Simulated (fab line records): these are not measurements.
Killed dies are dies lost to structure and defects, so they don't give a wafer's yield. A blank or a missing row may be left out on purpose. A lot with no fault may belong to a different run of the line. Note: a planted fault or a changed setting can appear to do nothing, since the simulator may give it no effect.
2 desks, one fault | flow nand harc | every desk sees just its own numbers, and what lay behind them comes last

METROLOGY DESK
What the gauges read, lot by lot, whatever tool the lot ran on: means of the sampled wafers that have a number. A lot is out of limits, marked OUT, if its mean lies more than 4 standard deviations from the usual mean; the brackets give that distance.
Columns: A = cd nm at NHARC_P_M0_CD_MEAS_09, usual 89.9 nm
lot  | first seen here | A
L391 | day 8 00:58     | 87.0 (-4.1) OUT
L392 | day 8 13:54     | 87.3
L394 | day 9 06:49     | 87.6
L400 | day 12 09:14    | 89.7
L402 | day 12 16:20    | 89.8
L401 | day 12 17:49    | 90.0
L404 | day 13 22:16    | 89.7
L406 | day 14 05:19    | 90.2
L405 | day 14 05:36    | 89.7
L407 | day 14 16:54    | 88.8
L408 | day 15 03:50    | 88.9
Finding of this desk: L391 out of limits; the first was L391 at day 8 00:58, on cd nm at NHARC_P_M0_CD_MEAS_09. In limits: L392, L394, L400, L402, L401, L404, L406, L405, L407, L408.

TOOL OWNER'S DESK, litho track-01
The tool's own readings at NHARC_P_M0_PEB_07 (peb time 65 s): means of the sampled wafers that have a number, for each lot that ran on this tool. A lot is out of limits, marked OUT, if its mean lies more than 4 standard deviations from the usual mean; the brackets give that distance.
Columns: A = heater power total W at NHARC_P_M0_PEB_07, usual 156.7 W
lot  | first seen here | A
L391 | day 8 00:53     | 162.5 (+15) OUT
L392 | day 8 13:49     | 162.8 (+15) OUT
L394 | day 9 06:44     | 162.1 (+14) OUT
L400 | day 12 09:09    | 156.8
L402 | day 12 16:16    | 156.2
L407 | day 14 16:49    | 156.7
L408 | day 15 03:46    | 156.3
Finding of this desk: L391, L392, L394 out of limits; the first was L391 at day 8 00:53, on heater power total W at NHARC_P_M0_PEB_07. In limits: L400, L402, L407, L408.

ALL TOGETHER
At day 8 00:53, on L391, L392, L394, the tool owner's desk was in a position to raise an alarm.
L391 would have let the metrology desk raise an alarm at day 8 00:58.
The metrology desk has L392, L394 on record, within its limits.
Of the lots named, all ran NHARC_P_M0_PEB_07 on litho track-01.

WHAT THE SIMULATOR HAD PUT IN
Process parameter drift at NHARC_P_M0_PEB_07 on litho track-01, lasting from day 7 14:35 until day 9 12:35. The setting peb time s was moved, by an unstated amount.
Shown lots that were struck: L391, L392, L394.
Fault start to first reading out of limits, in hours, per desk: tool owner, 10; metrology, 10.
